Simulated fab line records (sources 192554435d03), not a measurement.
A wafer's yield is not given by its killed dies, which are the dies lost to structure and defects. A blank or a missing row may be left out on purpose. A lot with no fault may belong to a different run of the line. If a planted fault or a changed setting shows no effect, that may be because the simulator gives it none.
fab line records	flow n5Finfet	part 1 of 2: steps 1 to 20 of 29
[record] lots = 5	wafers = 15	lastDay = 17
route steps=1938 shown DUMMY_GATE@245 SPACER0@258 SD_EPI_N@262
lots that met no fault: taken from a fault-free run of the same line
startH: hours from the record's first day to the start of the lot's first wafer shown	waitH: hours from the lot's prior step to this one	" same as the row above	L1.1+2: a row that stands for several wafers	- no value, or no start given	* or withheld: withheld	< > ~ a bound
route shown NAME@n: names a module that has steps shown in the file, with the first one's number in the route	usual: mean/standard deviation of fault-free wafers	same: alike in all rows	chamber/n: place in a boat	sites: each site's reading	_std_site: their standard deviation	_edge_site: mean of outer sites minus mean of inner sites	radiusMm: for every site, how far away it sits from the centre of the wafer	mask NAME#n: copy n	behind: tool/chamber where the wafer was last shaped	hold: cause of the lot's hold/its duration in hours/its outcome	device: names the non-switching transistor (n, p or np)	end of line: the tests these same wafers got at the end of their route	a step without rows: its recipe alone	killed: dies that structure and defects cost at the first sort, which is not the same as the wafer's yield	map: a wafer's dies, x killed, . not, _ none there
set.NAME: the setting as run; set.NAME@STEP: as run at that earlier step	model.NAME: the simulator's own value behind a step, which no gauge read
lots at selected steps of the route; one table per step, one row per wafer
services: when a tool's chamber went out of use (startH, in hours from the record's first day, below 0 if earlier), for how many hours, and the reason
[[steps]]
[step N5_DUMMY_GATE_HM_OPEN_21]
[recipe] chemistry = CH3F/O2	target = SiNx	targetDepthA = 1200	Ar_flow_sccm = 150	CH3F_flow_sccm = 30	O2_flow_sccm = 23	timeS = 171.4	pressureMtorr = 30	sourceW = 395	biasW = 73	ionEnergyEv = 120.7
[usual] drypumpMotorCurrentA = 5.6/0.44	oes_f_703_au = 0.78/0.089	oes_o_777_au = 0.79/0.094	oesProductAu = 0.80/0.096	rfVppV = 304/12	showerheadPlenumPTorr = 2.01/0.059	throttleValvePct = 16.52/0.19
lot.wafer	tool	chamber	startH	waitH	drypumpMotorCurrentA	oes_f_703_au	oes_o_777_au	oesProductAu	rfHoursCounterH	rfVppV	showerheadPlenumPTorr	throttleValvePct
L076.2	rieDiel-03	0	61.92	0.0	5.1	0.69	0.71	0.74	160	320	2.03	16.58
L076.3	"	1	"	"	5.4	0.65	0.67	0.69	241	317	1.91	16.88
L076.5	"	1	"	"	5.4	0.65	0.68	0.70	-	318	1.91	16.88
L085.4	rieDiel-04	2	114.67	0.0	5.7	0.75	0.73	0.71	210	285	1.93	16.90
L085.5	"	2	"	"	5.7	0.75	0.74	0.71	-	286	1.93	16.88
L085.6	"	1	"	"	5.2	0.77	0.76	0.73	-	291	2.01	16.44
L089.2	rieDiel-04	0	139.41	0.0	5.9	0.76	0.77	0.72	173	292	2.01	16.69
L089.3	"	1	"	"	5.3	0.76	0.75	0.73	192	291	2.01	16.50
L089.4	"	3	"	"	5.2	0.88	0.88	0.87	30	293	1.98	16.35
L091.3	rieDiel-06	0	149.69	0.0	5.2	0.80	0.82	0.82	61	299	1.95	16.23
L091.5	"	3	"	"	6.2	0.89	0.87	0.89	-	305	2.08	16.36
L091.6	"	2	"	"	6.0	0.71	0.70	0.69	-	295	1.99	16.63
L092.4	rieDiel-04	0	155.84	0.0	5.9	0.75	0.77	0.72	178	288	2.00	16.71
L092.5	"	2	"	"	5.7	0.73	0.72	0.71	-	284	1.92	16.92
L092.6	"	3	"	"	5.2	0.87	0.88	0.88	-	291	1.98	16.36
[step N5_DUMMY_GATE_ETCH_32]
[recipe] chemistry = CF4	target = SiO2	targetDepthA = 35	timeS = 3.9	ionEnergyEv = 350	pressureMtorr = 10	icpW = 800	biasW = 400	cf4FlowSccm = 80
[usual] drypumpMotorCurrentA = 5.9/0.49	oesProductAu = 0.996/0.023	throttleValvePct = 21.8/0.31
lot.wafer	tool	chamber	startH	waitH	drypumpMotorCurrentA	oesProductAu	rfHoursCounterH	throttleValvePct
L076.2	rieSi-03	2	62.08	0.1	6.1	1.008	81	22.4
L076.3	"	3	"	"	5.0	0.955	3	21.7
L076.5	"	3	"	"	5.0	0.963	-	21.7
L085.4	rieSi-03	2	114.83	0.1	6.2	1.014	82	22.4
L085.5	"	1	"	"	5.8	1.022	-	21.6
L085.6	"	2	"	"	6.1	1.009	-	22.4
L089.2	rieSi-03	2	139.57	0.1	6.1	1.007	83	22.4
L089.3	"	1	"	"	5.8	1.020	142	21.6
L089.4	"	3	"	"	5.0	0.961	4	21.7
L091.3	rieSi-04	3	149.85	0.1	5.5	1.004	92	21.3
L091.5	"	1	"	"	6.1	0.967	-	21.6
L091.6	"	0	"	"	6.3	1.000	-	22.0
L092.4	rieSi-03	0	156.00	0.1	6.3	1.001	43	21.8
L092.5	"	3	"	"	5.0	0.956	-	21.7
L092.6	"	2	"	"	6.1	1.009	-	22.4
[step N5_DUMMY_GATE_ETCH_23]
[recipe] chemistry = HBr/Cl2/O2	HBr_flow_sccm = 150	Cl2_flow_sccm = 80	O2_flow_sccm = 12	biasW = 102	targetDepthA = 410	timeS = 22.3	target = poly-Si	maskMaterial = SiO2	pressureMtorr = 10	icpW = 800
[usual] HBr_flow_sccm = 150.1/0.39	drypumpMotorCurrentA = 5.9/0.49	oes_o_777_au = 1.01/0.074	oesProductAu = 0.995/0.02	throttleValvePct = 37.4/0.63
lot.wafer	tool	chamber	startH	waitH	HBr_flow_sccm	drypumpMotorCurrentA	oes_o_777_au	oesProductAu	rfHoursCounterH	throttleValvePct
L076.2	rieSi-03	2	62.12	0.0	149.0	6.2	1.04	1.019	81	38.3
L076.3	"	3	"	"	149.9	5.0	0.96	0.968	3	36.5
L076.5	"	3	"	"	149.8	5.0	0.96	0.974	-	36.5
L085.4	rieSi-03	2	114.86	0.0	150.2	6.1	1.02	1.014	82	38.4
L085.5	"	1	"	"	149.8	5.8	1.11	1.011	-	36.7
L085.6	"	2	"	"	149.9	6.1	1.03	1.011	-	38.3
L089.2	rieSi-03	2	139.60	0.0	149.8	6.1	1.03	1.001	83	38.4
L089.3	"	1	"	"	150.6	5.8	1.11	1.009	142	36.8
L089.4	"	3	"	"	150.2	5.0	0.95	0.952	4	36.5
L091.3	rieSi-04	3	149.88	0.0	149.3	5.5	1.01	1.001	92	36.7
L091.5	"	1	"	"	150.1	6.1	0.85	0.972	-	37.7
L091.6	"	0	"	"	149.7	6.3	1.04	0.994	-	37.2
L092.4	rieSi-03	0	156.04	0.0	149.8	6.4	0.96	1.013	43	37.4
L092.5	"	3	"	"	149.6	5.0	0.96	0.966	-	36.5
L092.6	"	2	"	"	150.1	6.2	1.03	1.015	-	38.3
[step N5_DUMMY_GATE_ETCH_44]
[recipe] chemistry = HBr/O2	overEtchFrac = 0.7	targetDepthA = 1275	stopOn = SiO2	ionEnergyEv = 60	biasW = 20	target = poly-Si	maskMaterial = SiO2	pressureMtorr = 20	icpW = 400	HBr_flow_sccm = 120	O2_flow_sccm = 10
[usual] HBr_flow_sccm = 120.0/0.38	drypumpMotorCurrentA = 5.9/0.49	oesProductAu = 0.726/0.011	throttleValvePct = 18.48/0.29
lot.wafer	tool	chamber	startH	waitH	HBr_flow_sccm	drypumpMotorCurrentA	oesProductAu	rfHoursCounterH	throttleValvePct
L076.2	rieSi-03	2	62.17	0.0	119.6	6.1	0.730	81	19.03
L076.3	"	3	"	"	120.8	5.0	0.718	3	18.05
L076.5	"	3	"	"	120.9	5.0	0.727	-	18.03
L085.4	rieSi-03	2	114.92	0.0	119.9	6.1	0.738	82	19.05
L085.5	"	1	"	"	119.7	5.8	0.725	-	18.29
L085.6	"	2	"	"	120.3	6.1	0.730	-	19.04
L089.2	rieSi-03	2	139.66	0.0	119.7	6.1	0.705	83	19.05
L089.3	"	1	"	"	120.8	5.8	0.717	142	18.28
L089.4	"	3	"	"	120.0	5.0	0.708	4	18.05
L091.3	rieSi-04	3	149.94	0.0	119.4	5.5	0.716	92	18.26
L091.5	"	1	"	"	119.7	6.1	0.752	-	18.39
L091.6	"	0	"	"	120.5	6.3	0.723	-	18.46
L092.4	rieSi-03	0	156.09	0.0	119.7	6.4	0.734	43	18.42
L092.5	"	3	"	"	120.4	4.9	0.735	-	18.04
L092.6	"	2	"	"	119.7	6.2	0.721	-	19.05
[step N5_DUMMY_GATE_CD_MEAS_24]
[recipe] targetCdNm = 15
[usual] cdNm = 15.0/0.53
lot.wafer	tool	chamber	startH	waitH	cdNm
L076.2	cdSem-03	-	62.29	0.1	14.6
L076.3	"	-	"	"	15.8
L076.5	"	-	"	"	15.3
L085.4	cdSem-01	-	115.04	0.1	14.9
L085.5	"	-	"	"	14.4
L085.6	"	-	"	"	14.9
L089.2	cdSem-03	-	139.77	0.1	14.5
L089.3	"	-	"	"	15.0
L089.4	"	-	"	"	14.9
L091.3	cdSem-03	-	150.06	0.1	14.7
L091.5	"	-	"	"	14.6
L091.6	"	-	"	"	14.0
L092.4	cdSem-01	-	156.21	0.1	14.5
L092.5	"	-	"	"	14.9
L092.6	"	-	"	"	14.6
[step N5_DUMMY_GATE_ETCH_42]
[recipe] chemistry = CHF3/O2	target = SiO2	targetDepthA = 35	timeS = 31	ionEnergyEv = 30	biasW = 12	pressureMtorr = 30	sourceW = 600	Ar_flow_sccm = 200	CHF3_flow_sccm = 50	O2_flow_sccm = 5
[usual] drypumpMotorCurrentA = 5.6/0.41	oes_f_703_au = 0.79/0.084	oes_o_777_au = 0.80/0.092	oesProductAu = 0.79/0.092	rfVppV = 42.4/1.2	showerheadPlenumPTorr = 2.39/0.064	throttleValvePct = 18.83/0.19
lot.wafer	tool	chamber	startH	waitH	drypumpMotorCurrentA	oes_f_703_au	oes_o_777_au	oesProductAu	rfHoursCounterH	rfVppV	showerheadPlenumPTorr	throttleValvePct
L076.2	rieDiel-04	2	62.33	0.0	5.7	0.76	0.74	0.73	196	41.2	2.31	19.18
L076.3	"	3	"	"	5.2	0.95	0.99	0.93	9	42.6	2.36	18.60
L076.5	"	1	"	"	5.2	0.78	0.76	0.74	-	42.3	2.41	18.74
L085.4	rieDiel-06	3	115.08	0.0	6.2	0.89	0.90	0.92	19	43.4	2.48	18.67
L085.5	"	0	"	"	5.2	0.83	0.84	0.85	-	41.4	2.34	18.51
L085.6	"	3	"	"	6.2	0.89	0.90	0.91	-	42.3	2.47	18.68
L089.2	rieDiel-04	1	139.82	0.0	5.3	0.75	0.73	0.73	192	43.1	2.40	18.77
L089.3	"	2	"	"	5.7	0.74	0.73	0.72	218	41.7	2.30	19.23
L089.4	"	0	"	"	5.9	0.78	0.77	0.73	173	42.4	2.39	18.94
L091.3	rieDiel-03	0	150.10	0.0	5.1	0.67	0.69	0.72	185	43.3	2.42	18.98
L091.5	"	1	"	"	5.4	0.86	0.91	0.92	-	44.9	2.57	18.82
L091.6	"	2	"	"	5.3	0.68	0.68	0.66	-	43.6	2.38	18.82
L092.4	rieDiel-04	0	156.25	0.0	5.9	0.77	0.78	0.73	178	40.9	2.38	18.96
L092.5	"	1	"	"	5.3	0.75	0.74	0.73	-	41.8	2.39	18.78
L092.6	"	0	"	"	5.9	0.77	0.77	0.73	-	41.9	2.38	18.96
[step N5_DUMMY_GATE_STRIP_48]
[recipe] chemistry = N2/H2	timeS = 20	powerW = 100	tempC = 40	pressureMtorr = 100	rfFrequencyHz = 6e+07	biasPowerW = 3	n2FlowSccm = 300	h2FlowSccm = 300
[usual] drypumpMotorCurrentA = 5.6/0.42	h2FlowSccm = 300.0/0.89	oesProductAu = 0.80/0.094	rfVppV = 45.2/0.8	showerheadPlenumPTorr = 3.36/0.085	throttleValvePct = 12.29/0.28
lot.wafer	tool	chamber	startH	waitH	drypumpMotorCurrentA	h2FlowSccm	oesProductAu	rfHoursCounterH	rfVppV	showerheadPlenumPTorr	throttleValvePct
L076.2	rieDiel-04	2	62.38	0.0	5.7	299.9	0.72	196	44.4	3.24	12.76
L076.3	"	3	"	"	5.2	298.0	0.94	9	46.9	3.32	11.98
L076.5	"	1	"	"	5.3	300.6	0.75	-	44.6	3.36	12.17
L085.4	rieDiel-06	3	115.12	0.0	6.2	299.8	0.94	19	45.8	3.45	12.00
L085.5	"	0	"	"	5.2	300.3	0.86	-	44.9	3.27	11.87
L085.6	"	3	"	"	6.2	300.3	0.94	-	46.8	3.45	11.99
L089.2	rieDiel-04	1	139.87	0.0	5.3	299.8	0.73	192	44.9	3.34	12.23
L089.3	"	2	"	"	5.7	299.8	0.71	218	43.1	3.23	12.78
L089.4	"	0	"	"	5.9	299.9	0.73	173	44.8	3.39	12.61
L091.3	rieDiel-03	0	150.15	0.0	5.1	299.5	0.73	185	44.2	3.38	12.42
L091.5	"	1	"	"	5.4	300.6	0.93	-	44.8	3.57	12.06
L091.6	"	2	"	"	5.3	300.3	0.67	-	45.4	3.35	12.37
L092.4	rieDiel-04	0	156.30	0.0	5.9	299.5	0.72	178	46.0	3.39	12.62
L092.5	"	1	"	"	5.2	300.2	0.73	-	44.8	3.34	12.24
L092.6	"	0	"	"	5.9	299.2	0.73	-	45.8	3.39	12.61
[step N5_DUMMY_GATE_PRECLEAN_33]
[recipe] chemistry = dHF	timeS = 10	dilution = 750:1	tempC = 25
lot.wafer	tool	chamber	startH	waitH
L076.2+3+5	wetBench-01	3,5,4	62.46	0.1
L085.4+5+6	wetBench-01	5,1,0	115.21	0.1
L089.2+3+4	wetBench-05	2,5,3	139.95	0.1
L091.3+5+6	wetBench-05	2,6,5	150.24	0.1
L092.4+5+6	wetBench-06	3,4,1	156.38	0.1
[step N5_DUMMY_GATE_PRECLEAN_25]
[recipe] chemistry = O3/DIW	timeS = 45	tempC = 22	o3Ppm = 10
[usual] o3Ppm = 10.01/0.1
lot.wafer	tool	chamber	startH	waitH	o3Ppm
L076.2	wetBench-01	3	62.47	0.0	10.13
L076.3	"	5	"	"	9.96
L076.5	"	4	"	"	10.05
L085.4	wetBench-01	5	115.21	0.0	10.07
L085.5	"	1	"	"	10.17
L085.6	"	0	"	"	10.11
L089.2	wetBench-05	2	139.96	0.0	10.09
L089.3	"	5	"	"	10.04
L089.4	"	3	"	"	10.06
L091.3	wetBench-05	2	150.24	0.0	9.95
L091.5	"	6	"	"	9.90
L091.6	"	5	"	"	9.97
L092.4	wetBench-06	3	156.39	0.0	9.98
L092.5	"	4	"	"	10.05
L092.6	"	1	"	"	10.03
[step N5_DUMMY_GATE_PRECLEAN_51]
[recipe] chemistry = SC2	timeS = 45	tempC = 35	mix = 1:1:50
[usual] bathGuardTempC = 35.1/0.42
lot.wafer	tool	chamber	startH	waitH	bathGuardTempC
L076.2	wetBench-01	3	62.48	0.0	35.7
L076.3	"	5	"	"	35.5
L076.5	"	4	"	"	34.8
L085.4	wetBench-01	5	115.23	0.0	35.3
L085.5	"	1	"	"	34.8
L085.6	"	0	"	"	34.7
L089.2	wetBench-05	2	139.97	0.0	35.4
L089.3	"	5	"	"	35.6
L089.4	"	3	"	"	35.5
L091.3	wetBench-05	2	150.26	0.0	35.5
L091.5	"	6	"	"	34.8
L091.6	"	5	"	"	35.4
L092.4	wetBench-06	3	156.40	0.0	34.8
L092.5	"	4	"	"	34.8
L092.6	"	1	"	"	34.4
[step N5_DUMMY_GATE_SRD_26]
[recipe] dry = ipaMarangoni	timeS = 30	tempC = 23	rinseLiquid = diw
lot.wafer	tool	chamber	startH	waitH
L076.2+3+5	wetBench-01	3,5,4	62.49	0.0
L085.4+5+6	wetBench-01	5,1,0	115.24	0.0
L089.2+3+4	wetBench-05	2,5,3	139.98	0.0
L091.3+5+6	wetBench-05	2,6,5	150.27	0.0
L092.4+5+6	wetBench-06	3,4,1	156.41	0.0
[step N5_DUMMY_GATE_UV_OZONE_45]
[recipe] timeS = 120	pressureTorr = 760	tempC = 25
lot.wafer	tool	chamber	startH	waitH
L076.2+3+5	wetBench-01	3,5,4	62.51	0.0
L085.4+5+6	wetBench-01	5,1,0	115.25	0.0
L089.2+3+4	wetBench-05	2,5,3	140.00	0.0
L091.3+5+6	wetBench-05	2,6,5	150.28	0.0
L092.4+5+6	wetBench-06	3,4,1	156.43	0.0
[step N5_DUMMY_GATE_INSPECT_27]
[recipe] inspectInstrument = brightfield	mode = aei
[usual] rawDefectCount = 297/82
lot.wafer	tool	chamber	startH	waitH	rawDefectCount
L076.2	defectInspect-02	-	62.57	0.0	299
L076.3	"	-	"	"	154
L076.5	"	-	"	"	248
L085.4	defectInspect-01	-	115.31	0.0	227
L085.5	"	-	"	"	241
L085.6	"	-	"	"	269
L089.2	defectInspect-02	-	140.05	0.0	244
L089.3	"	-	"	"	255
L089.4	"	-	"	"	206
L091.3	defectInspect-01	-	150.34	0.0	216
L091.5	"	-	"	"	219
L091.6	"	-	"	"	236
L092.4	defectInspect-01	-	156.49	0.0	264
L092.5	"	-	"	"	306
L092.6	"	-	"	"	358
[step N5_SPACER0_ALD_07]
[recipe] material = SiNx	targetThkA = 20	tempC = 400	aldPrecursorFamily = SiH2I2	aldCoReactant = N2/H2-plasma	pressureTorr = 2
[usual] chamberPressureTorr = 2.000/0.0044	heaterPowerW = 849/120
lot.wafer	tool	chamber	startH	waitH	chamberPressureTorr	heaterPowerW
L076.2	aldSin-02	2	63.69	1.1	2.002	873
L076.3	"	0	"	"	1.995	725
L076.5	"	0	"	"	1.996	724
L085.4	aldSin-03	1	116.16	0.8	2.001	666
L085.5	"	0	"	"	2.001	1117
L085.6	"	1	"	"	1.998	669
L089.2	aldSin-02	3	140.09	0.0	1.999	852
L089.3	"	0	"	"	2.004	754
L089.4	"	1	"	"	2.001	766
L091.3	aldSin-04	1	150.38	0.0	1.998	907
L091.5	"	3	"	"	2.001	768
L091.6	"	2	"	"	2.002	903
L092.4	aldSin-03	0	156.95	0.5	2.003	1119
L092.5	"	3	"	"	1.998	919
L092.6	"	2	"	"	2.007	888
[step N5_SPACER0_ALD_00]
[recipe] material = SiOCN	targetThkA = 35	tempC = 400	aldPrecursorFamily = alkyl-aminosilane	aldCoReactant = O2/N2-plasma	pulseTimeS = 3	purgeTimeS = 2	coReactantPurgeTimeS = 2	aldCycles = 58	pressureTorr = 2
[usual] chamberPressureTorr = 2.000/0.004	heaterPowerW = 848/120	precursorPulseHeightRel = 1.002/0.021
lot.wafer	tool	chamber	startH	waitH	chamberPressureTorr	heaterPowerW	precursorPulseHeightRel
L076.2	aldSin-02	2	63.84	0.1	2.000	859	0.977
L076.3	"	0	"	"	2.000	715	1.059
L076.5	"	0	"	"	2.001	733	0.990
L085.4	aldSin-03	1	116.31	0.1	2.000	664	0.997
L085.5	"	0	"	"	2.003	1130	1.004
L085.6	"	1	"	"	1.996	650	0.991
L089.2	aldSin-02	3	140.24	0.1	2.004	856	1.017
L089.3	"	0	"	"	2.003	730	1.009
L089.4	"	1	"	"	2.004	755	0.974
L091.3	aldSin-04	1	150.53	0.1	2.001	889	1.009
L091.5	"	3	"	"	1.991	772	1.024
L091.6	"	2	"	"	2.000	945	1.016
L092.4	aldSin-03	0	157.10	0.1	1.996	1145	0.988
L092.5	"	3	"	"	1.999	888	1.010
L092.6	"	2	"	"	2.000	855	1.007
[step N5_SPACER0_ALD_08]
[recipe] material = SiNx	targetThkA = 20	tempC = 400	aldPrecursorFamily = SiH2I2	aldCoReactant = N2/H2-plasma	pressureTorr = 2
[usual] chamberPressureTorr = 2.000/0.0038	heaterPowerW = 847/120
lot.wafer	tool	chamber	startH	waitH	chamberPressureTorr	heaterPowerW
L076.2	aldSin-02	2	64.10	0.1	1.993	862
L076.3	"	0	"	"	2.001	723
L076.5	"	0	"	"	1.991	709
L085.4	aldSin-03	1	116.57	0.1	2.003	658
L085.5	"	0	"	"	2.000	1150
L085.6	"	1	"	"	2.003	647
L089.2	aldSin-02	3	140.50	0.1	2.005	868
L089.3	"	0	"	"	2.001	712
L089.4	"	1	"	"	2.001	722
L091.3	aldSin-04	1	150.79	0.1	2.008	899
L091.5	"	3	"	"	1.996	779
L091.6	"	2	"	"	2.004	909
L092.4	aldSin-03	0	157.36	0.1	1.996	1132
L092.5	"	3	"	"	2.004	917
L092.6	"	2	"	"	2.004	867
[step N5_SPACER0_INSPECT_04]
[recipe] inspectInstrument = darkfield	mode = postDep
[usual] rawDefectCount = 137/31
lot.wafer	tool	chamber	startH	waitH	rawDefectCount
L076.2	defectInspect-02	-	64.26	0.1	107
L076.3	"	-	"	"	106
L076.5	"	-	"	"	122
L085.4	defectInspect-02	-	116.73	0.1	109
L085.5	"	-	"	"	125
L085.6	"	-	"	"	123
L089.2	defectInspect-01	-	140.66	0.1	111
L089.3	"	-	"	"	119
L089.4	"	-	"	"	85
L091.3	defectInspect-02	-	150.96	0.1	108
L091.5	"	-	"	"	97
L091.6	"	-	"	"	117
L092.4	defectInspect-02	-	157.52	0.1	156
L092.5	"	-	"	"	155
L092.6	"	-	"	"	156
[step N5_SD_EPI_N_COAT_32]
[recipe] resist = SOC	tempC = 250	timeS = 60	spinRpm = 1500	resistThkNm = 350
[usual] plateTempC = 250.02/0.17
lot.wafer	tool	chamber	startH	waitH	plateTempC
L076.2	lithoTrack-01	0	64.29	0.0	249.70
L076.3	"	0	"	"	250.12
L076.5	"	0	"	"	249.95
L085.4	lithoTrack-01	0	116.76	0.0	250.25
L085.5	"	0	"	"	250.05
L085.6	"	0	"	"	250.11
L089.2	lithoTrack-03	0	140.69	0.0	250.00
L089.3	"	0	"	"	250.13
L089.4	"	0	"	"	250.07
L091.3	lithoTrack-02	0	150.99	0.0	250.18
L091.5	"	0	"	"	249.74
L091.6	"	0	"	"	250.09
L092.4	lithoTrack-03	0	157.55	0.0	249.92
L092.5	"	0	"	"	250.07
L092.6	"	0	"	"	250.00
[step N5_SD_EPI_N_COAT_33]
[recipe] resist = SiARC	tempC = 220	timeS = 60	spinRpm = 1500	resistThkNm = 35
[usual] plateTempC = 220.01/0.15
lot.wafer	tool	chamber	startH	waitH	plateTempC
L076.2	lithoTrack-01	0	-	-	220.02
L076.3	"	0	"	"	220.05
L076.5	"	0	"	"	220.26
L085.4	lithoTrack-01	0	-	-	219.84
L085.5	"	0	"	"	219.98
L085.6	"	0	"	"	219.97
L089.2	lithoTrack-03	0	-	-	220.20
L089.3	"	0	"	"	220.35
L089.4	"	0	"	"	220.08
L091.3	lithoTrack-02	0	-	-	220.10
L091.5	"	0	"	"	220.03
L091.6	"	0	"	"	219.87
L092.4	lithoTrack-03	0	-	-	220.11
L092.5	"	0	"	"	220.13
L092.6	"	0	"	"	219.94
[step N5_SD_EPI_N_COAT_03]
[recipe] resist = CAR-ArF-block	spinRpm = 1500	resistThkNm = 150
lot.wafer	tool	chamber	startH	waitH
L076.2+3+5	lithoTrack-01	0	-	-
L085.4+5+6	lithoTrack-01	0	-	-
L089.2+3+4	lithoTrack-03	0	-	-
L091.3+5+6	lithoTrack-02	0	-	-
L092.4+5+6	lithoTrack-03	0	-	-
